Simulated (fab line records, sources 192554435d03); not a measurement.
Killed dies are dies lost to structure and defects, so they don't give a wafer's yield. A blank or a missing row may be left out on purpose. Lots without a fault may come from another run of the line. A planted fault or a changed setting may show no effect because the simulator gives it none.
One fault seen from 2 desks | flow n5_finfet | each desk has only its own numbers; what lay behind them comes last

THE METROLOGY DESK
What the gauges read, lot by lot, whatever tool the lot ran on: means of the sampled wafers that have a number. A lot is out of limits, marked OUT, if its mean lies more than 4 standard deviations from the usual mean; the brackets give that distance. Of its 12 readings 7 are shown: those that lie furthest out on some lot.
Columns: A = cd_nm at N5_WELL_APT_CD_MEAS_08, usual 199.2 nm; B = HMC_CMP_THK at N5_PMOS_HMC_CHANNEL_EPI_THK_MEAS_22, usual 54.4 nm; C = DIBL_P at N5_BEOL_M4_RC_MEAS_101, usual 37.1 mV/V; D = ION_N at N5_BEOL_M4_RC_MEAS_101, usual 679 uA/um; E = SS_N at N5_BEOL_M4_RC_MEAS_101, usual 71.7 mV/dec; F = VT_N at N5_BEOL_M4_RC_MEAS_101, usual 248.8 mV; G = VT_P at N5_BEOL_M4_RC_MEAS_101, usual -250 mV
lot  | first seen here | A     | B    | C    | D   | E    | F     | G
L603 | day 3 13:36     | 198.1 | 50.5 | 37.7 | 684 | 72.3 | 249.4 | -252
L605 | day 4 01:47     | 199.2 | 49.8 | 38.8 | 668 | 71.6 | 247.9 | -251
L606 | day 4 07:41     | 202.7 | 50.6 | 34.2 | 672 | 71.5 | 250.7 | -254
L607 | day 4 14:05     | 198.5 | 54.1 | 40.0 | 674 | 72.5 | 249.3 | -246
L608 | day 4 20:09     | 201.7 | 56.1 | 33.9 | 669 | 71.0 | 249.1 | -250
L612 | day 5 19:49     | 198.5 | 54.0 | 36.7 | 677 | 71.2 | 250.2 | -250
L613 | day 6 01:54     | 196.7 | 55.4 | 38.0 | 694 | 72.0 | 245.0 | -248
L615 | day 6 14:02     | 199.3 | 53.5 | 36.7 | 679 | 71.8 | 250.2 | -256
L616 | day 6 19:41     | 197.6 | 53.9 | 37.8 | 698 | 71.8 | 248.1 | -249
L617 | day 7 02:00     | 199.8 | 54.6 | 34.7 | 679 | 71.7 | 251.3 | -248
This desk's finding: nothing out of limits on any of the 10 lots.

THE TOOL OWNER'S DESK: rie_si-03
The tool's own readings at N5_PMOS_HMC_CHANNEL_EPI_FIN_RECESS_16 (chemistry HBr/Cl2, target Si, target depth 54 nm, time 18 s): means of the sampled wafers that have a number, for each lot that ran on this tool. A lot is out of limits, marked OUT, if its mean lies more than 4 standard deviations from the usual mean; the brackets give that distance.
Columns: A = HBr_flow_sccm at N5_PMOS_HMC_CHANNEL_EPI_FIN_RECESS_16, usual 150.0 sccm; B = drypump_motor_current_A at N5_PMOS_HMC_CHANNEL_EPI_FIN_RECESS_16, usual 5.7 A; C = oes_product_au at N5_PMOS_HMC_CHANNEL_EPI_FIN_RECESS_16, usual 1.003 a.u.; D = throttle_valve_pct at N5_PMOS_HMC_CHANNEL_EPI_FIN_RECESS_16, usual 35.44 %
lot  | first seen here | A     | B   | C     | D
L603 | day 3 17:50     | 149.9 | 6.0 | 0.987 | 35.30
L605 | day 4 05:40     | 150.1 | 6.2 | 0.990 | 35.09
L606 | day 4 12:45     | 149.8 | 6.2 | 0.998 | 35.07
L616 | day 6 23:45     | 150.6 | 6.0 | 0.998 | 35.15
L617 | day 7 06:26     | 149.6 | 5.8 | 1.000 | 35.16
This desk's finding: nothing out of limits on any of the 5 lots.

PUT TOGETHER
The metrology desk saw nothing out of limits.
The tool owner's desk saw nothing out of limits.

WHAT THE SIMULATOR HAD PUT IN
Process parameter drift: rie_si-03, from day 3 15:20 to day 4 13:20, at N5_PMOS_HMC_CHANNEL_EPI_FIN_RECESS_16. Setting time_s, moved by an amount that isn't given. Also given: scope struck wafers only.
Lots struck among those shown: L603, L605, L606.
